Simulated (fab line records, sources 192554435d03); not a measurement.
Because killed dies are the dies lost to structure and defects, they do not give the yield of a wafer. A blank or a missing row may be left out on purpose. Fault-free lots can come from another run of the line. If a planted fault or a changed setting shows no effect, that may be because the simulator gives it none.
Matching of chambers	flow n5Finfet	N5_BEOL_M10_ETCH_61 on rieDiel-03 has 3 sister chambers
The step etches SiARC in CF4, target depth 39 nm, time 65 s. 6 wafers are shown with their chamber, then 6 later ones without.

## WAFERS, EACH WITH ITS CHAMBER
wafer	chamber	showerheadPlenumPTorr (Torr)	throttleValvePct (%)
L074.5	0	2.24	15.50
L076.4	0	2.24	15.49
L077.1	2	2.10	15.26
L077.6	1	2.19	15.35
L087.1	2	2.09	15.28
L087.2	1	2.18	15.37

## WAFERS WHOSE CHAMBER IS MISSING
wafer	showerheadPlenumPTorr (Torr)	throttleValvePct (%)
L087.3	2.24	15.51
L090.3	2.09	15.33
L090.5	2.17	15.38
L090.6	2.23	15.56
L094.5	2.17	15.40
L094.6	2.23	15.58

## CHAMBER TAKEN BY EACH
wafer	from the rows above	in truth
L087.3	0	0
L090.3	2	2
L090.5	1	1
L090.6	0	0
L094.5	1	1
L094.6	0	0
Placed correctly: 6 of 6. From these rows, 0 cannot be placed. 0 placed wrongly.
How it was worked out, from the rows above alone: a wafer's distance from a chamber is the root of the sum, over the readings, of the square of ((its reading less the chamber's mean) divided by the reading's scatter). If the next closest chamber is less than 2 further off than the closest, the wafer can't be placed; otherwise it belongs to the closest. For every chamber, the mean is computed from those of its wafers that are shown. The scatter: take each reading less its chamber's mean, square it, sum over the shown wafers, divide by the number of wafers less the number of chambers, and take the root.
